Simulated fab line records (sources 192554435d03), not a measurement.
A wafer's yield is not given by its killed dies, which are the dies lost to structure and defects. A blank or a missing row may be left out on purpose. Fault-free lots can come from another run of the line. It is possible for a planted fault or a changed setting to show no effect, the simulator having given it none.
Matching of chambers ; flow n5_finfet ; pecvd-01 running N5_BEOL_M14_ILD_DEP_00: 3 sister chambers
The step deposits SiO2 from TEOS/O2, target thk 1119.3 nm, time 237.4 s. 3 wafers are shown with their chamber, then 8 later ones without.

== WAFERS, EACH WITH ITS CHAMBER ==
wafer;chamber;throttle_valve_pct (%)
L265.1;2;17.2
L265.3;1;18.7
L275.1;0;17.6

== WAFERS WHOSE CHAMBER IS MISSING ==
wafer;throttle_valve_pct (%)
L275.2;17.3
L275.3;18.6
L279.2;17.6
L279.3;18.9
L279.6;18.7
L280.1;17.6
L280.3;17.2
L280.6;17.8

== EACH ONE'S CHAMBER ==
wafer;from the rows above;in truth
L275.2;can't be placed: 2 or 0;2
L275.3;1;1
L279.2;0;0
L279.3;1;1
L279.6;1;1
L280.1;0;0
L280.3;2;2
L280.6;0;0
7 of 8 placed correctly. These rows do not allow placing 1 (true chamber among the candidates in 1). Placed wrongly: 0.
How it was worked out, from the rows above alone: a wafer's distance from a chamber is the root of the sum, over the readings, of the square of ((its reading less the chamber's mean) divided by the reading's scatter). If the next closest chamber is less than 2 further off than the closest, the wafer can't be placed; otherwise it belongs to the closest. Each chamber's mean is taken over the wafers shown for it. The scatter: root of mean squared gap, hidden wafer to nearest shown wafer, with one shown wafer a chamber.
